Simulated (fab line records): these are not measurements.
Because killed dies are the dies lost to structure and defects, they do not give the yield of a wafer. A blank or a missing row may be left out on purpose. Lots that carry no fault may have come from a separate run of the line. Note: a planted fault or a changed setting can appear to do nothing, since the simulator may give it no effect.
fab line records	flow n5Finfet
[record] lots = 9	wafers = 27	lastDay = 18
route steps=1938 shown BEOL_M2@860 BEOL_M4@1111
lots with no fault: from the same line, run without faults
startH: hours from the record's opening day to when the first of the lot's shown wafers began	waitH: hours elapsed since this lot's preceding step	" as in the row above	L1.1+2: several wafers, shown together as one row	- no value, or no start was given	* or withheld: withheld	< > ~ a bound
route shown NAME@n: NAME is a module with steps in the file, n the number in the route of the first one	usual: average and standard deviation across the fault-free wafers	same: alike in all rows	chamber/n: place in a boat	sites: the reading at each site	_std_site: their standard deviation	_edge_site: outer sites' mean less inner sites'	radiusMm: for every site, how far away it sits from the centre of the wafer	mask NAME#n: copy n	behind: tool/chamber where the wafer was last shaped	hold: why the lot was held/for how many hours/how that ended	device: which transistor (n, p or np) failed to switch	end of line: at the end of the route, the tests of the same wafers	for a step that has no rows: nothing shown but its recipe	killed: count of dies lost to structure and defects at first sort (not the wafer's yield)	map: a wafer's dies, x killed, . not, _ none there
set.NAME: setting as actually run; set.NAME@STEP: the setting as run at that earlier step	model.NAME: the simulator's own value behind a step, which no gauge read
one table for each step of the route and one row for each wafer, over a sample of lots
services: a tool's chamber out of use, with start hour (startH, from the record's first day; less than 0 if before it), hours out, and reason
[[steps]]
[step N5_BEOL_M2_ETCH_64]
[recipe] chemistry = N2/H2	target = SOC	targetDepthA = 750	overetchA = 225	maskMaterial = SiARC	tempC = 40	timeS = 121.9	ionEnergyEv = 200	pressureMtorr = 30	sourceW = 840	biasW = 150	n2FlowSccm = 200	h2FlowSccm = 200
[usual] drypumpMotorCurrentA = 5.6/0.47	oesProductAu = 0.62/0.045	rfVppV = 524.0/2.2	showerheadPlenumPTorr = 2.55/0.076	tempC = 39.99/0.11	throttleValvePct = 17.72/0.27
lot.wafer	tool	chamber	startH	waitH	drypumpMotorCurrentA	oesProductAu	rfHoursCounterH	rfVppV	showerheadPlenumPTorr	tempC	throttleValvePct
L893.1	rieDiel-02	3	150.60	0.0	5.4	0.59	137	527.4	2.65	40.13	17.76
L893.2	"	2	"	"	5.1	0.70	19	522.3	2.50	39.90	18.07
L893.5	"	2	"	"	5.1	0.70	-	522.9	2.50	40.01	18.06
L895.3	rieDiel-06	3	182.71	0.0	6.6	0.60	93	525.8	2.58	39.85	18.05
L895.4	"	2	"	"	5.4	0.63	96	521.1	2.46	39.97	17.64
L895.5	"	3	"	"	6.6	0.60	-	524.6	2.58	39.70	18.06
L902.3	rieDiel-02	1	209.89	0.0	5.1	0.64	49	521.7	2.48	40.05	17.87
L902.4	"	0	"	"	5.4	0.55	165	523.3	2.53	40.03	18.04
L902.5	"	2	"	"	5.2	0.67	-	521.5	2.49	40.10	18.11
L904.2	rieDiel-06	1	218.04	0.0	4.9	0.56	176	522.2	2.41	40.07	17.85
L904.4	"	3	"	"	6.6	0.59	104	525.5	2.57	40.15	18.07
L904.5	"	2	"	"	5.5	0.62	-	521.1	2.45	39.83	17.67
L906.3	rieDiel-03	0	238.53	0.0	5.5	0.61	92	527.4	2.67	39.97	17.27
L906.4	"	2	"	"	5.6	0.64	51	525.1	2.57	40.13	17.30
L906.5	"	1	"	"	6.1	0.66	-	525.0	2.58	39.87	17.53
L908.1	rieDiel-06	0	242.00	0.0	6.2	0.65	58	521.2	2.47	39.96	17.79
L908.2	"	1	"	"	4.8	0.56	186	520.6	2.41	40.02	17.88
L908.3	"	2	"	"	5.4	0.61	118	521.1	2.45	40.13	17.68
L910.1	rieDiel-03	0	263.75	0.0	5.4	0.61	100	527.8	2.67	39.84	17.27
L910.5	"	1	"	"	6.1	0.65	-	524.5	2.58	39.85	17.55
L910.6	"	0	"	"	5.5	0.61	-	527.0	2.67	39.87	17.29
L913.2	rieDiel-06	1	275.70	0.0	4.9	0.55	197	521.0	2.40	40.07	17.90
L913.4	"	2	"	"	5.4	0.60	129	521.8	2.44	39.81	17.70
L913.5	"	1	"	"	4.9	0.55	-	521.3	2.41	39.94	17.90
L912.1	rieDiel-02	0	279.48	0.0	5.4	0.54	191	522.4	2.52	40.01	18.06
L912.2	"	1	"	"	5.1	0.62	76	520.9	2.47	39.88	17.91
L912.4	"	3	"	"	5.4	0.57	181	526.5	2.64	39.91	17.85
[step N5_BEOL_M2_CD_MEAS_18]
[recipe] pitchNm = 36	targetCdNm = 18
[usual] cdNm = 18.1/0.31
lot.wafer	tool	chamber	startH	waitH	cdNm
L893.1	cdSem-02	-	150.95	0.0	18.2
L893.2	"	-	"	"	17.7
L893.5	"	-	"	"	17.2
L895.3	cdSem-01	-	183.06	0.1	17.7
L895.4	"	-	"	"	18.0
L895.5	"	-	"	"	18.2
L902.3	cdSem-02	-	210.24	0.1	18.2
L902.4	"	-	"	"	17.9
L902.5	"	-	"	"	17.7
L904.2	cdSem-03	-	218.39	0.1	18.4
L904.4	"	-	"	"	18.1
L904.5	"	-	"	"	18.3
L906.3	cdSem-02	-	238.88	0.1	18.2
L906.4	"	-	"	"	17.7
L906.5	"	-	"	"	18.1
L908.1	cdSem-01	-	242.35	0.0	17.9
L908.2	"	-	"	"	18.1
L908.3	"	-	"	"	18.1
L910.1	cdSem-03	-	264.11	0.0	18.4
L910.5	"	-	"	"	18.7
L910.6	"	-	"	"	18.3
L913.2	cdSem-03	-	276.05	0.1	18.1
L913.4	"	-	"	"	17.8
L913.5	"	-	"	"	18.1
L912.1	cdSem-01	-	279.85	0.0	18.5
L912.2	"	-	"	"	18.1
L912.4	"	-	"	"	18.3
[step N5_BEOL_M2_ETCH_69]
[recipe] chemistry = CF4	target = SiARC	targetDepthA = 156	maskMaterial = CAR-EUV	timeS = 26	ionEnergyEv = 80	pressureMtorr = 40	sourceW = 545	biasW = 36	Ar_flow_sccm = 100	cf4FlowSccm = 100	ends = cleared
[usual] cf4FlowSccm = 100.05/0.28	drypumpMotorCurrentA = 5.6/0.5	etchRfOnTimeS = 26.3/0.64	oesProductAu = 0.69/0.048	rfVppV = 184.0/1.1	showerheadPlenumPTorr = 2.14/0.058	throttleValvePct = 15.53/0.24
lot.wafer	tool	chamber	startH	waitH	cf4FlowSccm	drypumpMotorCurrentA	etchRfOnTimeS	oesProductAu	rfHoursCounterH	rfVppV	showerheadPlenumPTorr	throttleValvePct
L893.1	rieDiel-03	0	151.57	0.0	99.78	5.5	25.8	0.72	66	186.9	2.24	15.05
L893.2	"	2	"	"	99.75	5.6	25.7	0.75	23	184.1	2.19	15.20
L893.5	"	3	"	"	99.99	6.0	25.3	0.67	-	184.5	2.14	15.34
L895.3	rieDiel-06	1	183.70	0.0	99.92	4.8	26.2	0.63	164	182.8	2.05	15.73
L895.4	"	3	"	"	99.76	6.6	25.8	0.68	93	185.0	2.16	15.70
L895.5	"	1	"	"	99.51	4.9	26.2	0.63	-	183.1	2.05	15.73
L902.3	rieDiel-02	1	210.86	0.0	100.26	5.0	27.1	0.71	49	184.8	2.10	15.62
L902.4	"	0	"	"	100.06	5.4	27.0	0.61	165	183.2	2.14	15.86
L902.5	"	3	"	"	100.19	5.4	26.8	0.64	-	184.2	2.22	15.71
L904.2	rieDiel-02	1	218.88	0.0	99.49	5.0	27.7	0.70	52	183.8	2.10	15.64
L904.4	"	0	"	"	99.86	5.4	27.3	0.60	167	183.0	2.14	15.87
L904.5	"	3	"	"	100.18	5.4	27.0	0.64	-	186.4	2.22	15.73
L906.3	rieDiel-02	0	239.38	0.0	100.26	5.4	27.1	0.60	175	182.6	2.14	15.88
L906.4	"	1	"	"	100.19	5.1	27.2	0.68	60	182.7	2.10	15.64
L906.5	"	3	"	"	100.15	5.4	26.7	0.63	-	185.2	2.22	15.74
L908.1	rieDiel-06	0	242.97	0.0	99.92	6.2	26.3	0.71	58	184.2	2.10	15.67
L908.2	"	2	"	"	100.39	5.4	27.7	0.66	118	183.2	2.08	15.68
L908.3	"	3	"	"	100.35	6.6	26.0	0.66	111	184.4	2.16	15.74
L910.1	rieDiel-02	1	264.65	0.0	99.96	5.1	27.1	0.69	69	182.4	2.09	15.67
L910.5	"	2	"	"	100.23	5.1	25.4	0.74	-	184.3	2.08	15.70
L910.6	"	1	"	"	99.85	5.1	26.9	0.69	-	183.3	2.09	15.67
L913.2	rieDiel-06	0	276.67	0.0	100.10	6.2	26.1	0.71	69	183.4	2.09	15.71
L913.4	"	1	"	"	100.39	4.8	26.5	0.61	197	183.7	2.04	15.80
L913.5	"	0	"	"	100.66	6.2	26.0	0.70	-	182.3	2.09	15.71
L912.1	rieDiel-06	3	280.47	0.0	99.85	6.6	25.9	0.65	124	183.6	2.15	15.77
L912.2	"	2	"	"	100.16	5.4	27.4	0.66	131	183.2	2.08	15.70
L912.4	"	0	"	"	99.60	6.2	25.8	0.71	71	184.1	2.09	15.70
[step N5_BEOL_M2_ALD_98]
[recipe] material = SiO2	targetThkA = 25	tempC = 100	aldPrecursorFamily = BDEAS	aldCoReactant = O2-plasma	pulseTimeS = 1	coReactantPulseTimeS = 1	purgeTimeS = 2	coReactantPurgeTimeS = 2	aldCycles = 17	pressureTorr = 2
[usual] aldCycles = 17/0	heaterPowerW = 81/9	precursorPulseHeightRel = 1.000/0.019
lot.wafer	tool	chamber	startH	waitH	aldCycles	heaterPowerW	precursorPulseHeightRel
L893.1	aldSin-03	0	151.65	0.1	17	94	0.985
L893.2	"	3	"	"	17	71	0.977
L893.5	"	0	"	"	17	95	0.971
L895.3	aldSin-02	0	183.98	0.2	17	95	0.996
L895.4	"	2	"	"	17	82	1.012
L895.5	"	2	"	"	17	84	1.010
L902.3	aldSin-02	3	211.14	0.3	20	86	0.980
L902.4	"	1	"	"	20	81	0.977
L902.5	"	0	"	"	20	93	1.015
L904.2	aldSin-02	0	219.05	0.1	20	93	1.004
L904.4	"	2	"	"	20	84	0.988
L904.5	"	3	"	"	20	90	0.966
L906.3	aldSin-04	0	239.96	0.5	17	82	0.988
L906.4	"	3	"	"	17	84	1.001
L906.5	"	0	"	"	17	83	1.001
L908.1	aldSin-04	3	243.16	0.2	17	82	1.019
L908.2	"	2	"	"	17	69	1.019
L908.3	"	0	"	"	17	82	1.036
L910.1	aldSin-04	3	264.86	0.2	17	84	1.017
L910.5	"	3	"	"	17	84	1.023
L910.6	"	2	"	"	17	70	1.005
L913.2	aldSin-03	3	277.20	0.5	17	66	1.000
L913.4	"	1	"	"	17	70	1.016
L913.5	"	3	"	"	17	67	0.981
L912.1	aldSin-03	3	280.57	0.1	17	68	0.963
L912.2	"	1	"	"	17	72	1.020
L912.4	"	0	"	"	17	92	1.020
[step N5_BEOL_M4_RC_MEAS_101]
[usual] DIBL_N = 36.0/1.9	DIBL_P = 36.0/2.1	IOFF_N = 0.155/0.029	IOFF_P = 0.20/0.032	ION_N = 672/11	ION_P = 461/6.9	SS_N = 71.5/0.58	SS_P = 73.2/0.64	VT_N = 250.4/2.9	VT_P = -251.0/2.8
lot.wafer	tool	chamber	startH	waitH	DIBL_N[mV/V]	DIBL_P[mV/V]	IOFF_N[nA/um]	IOFF_P[nA/um]	ION_N[uA/um]	ION_P[uA/um]	SS_N[mV/dec]	SS_P[mV/dec]	VT_N[mV]	VT_P[mV]
L893.1	prober-02	0	187.11	0.0	38.1	39.4	0.192	0.26	696	475	71.6	74.1	247.3	-244.9
L893.2	"	0	"	"	39.6	40.4	0.218	0.27	682	466	72.0	73.4	244.8	-248.1
L893.5	"	0	"	"	39.5	39.7	0.213	0.27	705	478	71.0	73.7	247.4	-247.3
L895.3	prober-02	0	214.62	0.3	40.6	39.6	0.218	0.27	676	465	72.8	74.5	248.8	-248.0
L895.4	"	0	"	"	39.2	39.2	0.194	0.25	686	466	72.2	74.2	246.9	-246.9
L895.5	"	0	"	"	41.7	41.4	0.236	0.30	678	467	72.6	74.4	246.5	-246.9
L902.3	prober-01	0	249.96	0.3	34.1	33.6	0.122	0.16	657	462	71.4	72.6	252.1	-255.5
L902.4	"	0	"	"	38.1	39.0	0.217	0.26	684	466	72.7	74.0	243.7	-250.7
L902.5	"	0	"	"	35.3	34.9	0.142	0.18	673	459	71.2	73.4	248.6	-252.9
L904.2	prober-01	0	256.73	0.2	35.7	35.4	0.163	0.23	669	469	70.7	73.5	247.3	-248.7
L904.4	"	0	"	"	33.4	32.3	0.118	0.18	667	465	70.2	73.1	252.6	-250.8
L904.5	"	0	"	"	33.0	32.2	0.117	0.18	662	467	70.9	72.9	249.7	-249.4
L906.3	prober-02	0	279.82	0.3	36.1	36.5	0.134	0.18	661	454	71.1	72.7	256.5	-253.1
L906.4	"	0	"	"	38.4	39.7	0.181	0.22	688	462	71.6	74.1	251.6	-251.1
L906.5	"	0	"	"	40.0	41.4	0.216	0.26	681	465	72.0	75.0	251.1	-249.7
L908.1	prober-02	0	283.94	0.0	36.7	37.7	0.173	0.23	684	470	71.7	73.8	248.6	-248.9
L908.2	"	0	"	"	37.2	38.2	0.186	0.24	669	460	71.4	74.2	245.9	-247.8
L908.3	"	0	"	"	38.1	40.4	0.202	0.28	688	475	72.0	74.6	245.9	-245.5
L910.1	prober-02	0	303.98	0.0	38.0	36.8	0.169	0.22	676	469	72.0	73.9	249.1	-247.3
L910.5	"	0	"	"	36.2	35.3	0.148	0.20	673	462	70.9	73.6	250.4	-249.4
L910.6	"	0	"	"	38.5	37.9	0.187	0.23	679	460	71.9	74.0	246.4	-247.4
L913.2	prober-01	0	311.51	0.2	37.5	36.0	0.179	0.23	672	465	71.6	73.9	248.6	-246.8
L913.4	"	0	"	"	35.8	34.7	0.147	0.20	678	460	71.1	72.9	251.6	-250.3
L913.5	"	0	"	"	38.0	36.4	0.173	0.24	657	450	71.5	73.8	248.6	-252.1
L912.1	prober-01	0	313.78	0.0	34.4	35.1	0.149	0.19	682	466	71.6	73.0	252.9	-249.1
L912.2	"	0	"	"	33.3	33.1	0.118	0.15	661	450	71.0	72.6	255.5	-255.7
L912.4	"	0	"	"	32.8	33.0	0.119	0.16	674	462	70.4	72.9	251.2	-253.9
[[services]]
tool	chamber	startH	hours	kind
aldSin-02	-	130.27	0.4	repair
rieDiel-06	0	131.05	5.5	repair
aldSin-04	2	153.87	21.7	repair
rieDiel-06	0	162.38	3.7	repair
rieDiel-02	1	162.82	3.1	repair
aldSin-03	-	166.93	1.7	repair
aldSin-03	-	178.05	14.0	pm
aldSin-03	0	178.05	14.0	ventCycle
aldSin-03	1	178.05	14.0	ventCycle
aldSin-03	2	178.05	14.0	ventCycle
aldSin-03	3	178.05	14.0	ventCycle
aldSin-03	0	192.05	-	clean
aldSin-03	1	192.05	-	clean
aldSin-03	2	192.05	-	clean
aldSin-03	3	192.05	-	clean
rieDiel-06	3	237.05	5.0	repair
aldSin-02	-	269.78	1.4	repair
[[key]]
[firstSign] step = N5_BEOL_M2_ALD_98	reading = aldCycles	direction = up	sigmas = 99+	usual = *	struck = *
effect none on later readings
metAt N5_BEOL_M2_ALD_98
struckLots L902,L904
notActingAt N5_BEOL_M2_ETCH_64,N5_BEOL_M2_CD_MEAS_18,N5_BEOL_M2_ETCH_69
onsetBetween 183.98 211.14
[fault] kind = processParameterDrift	tool = aldSin-02	chamber = -	onsetH = 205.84	steps = N5_BEOL_M2_ALD_98	channel = aldCycles	offset = *	shape = step	endH = 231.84	actsIn = *	stated = *
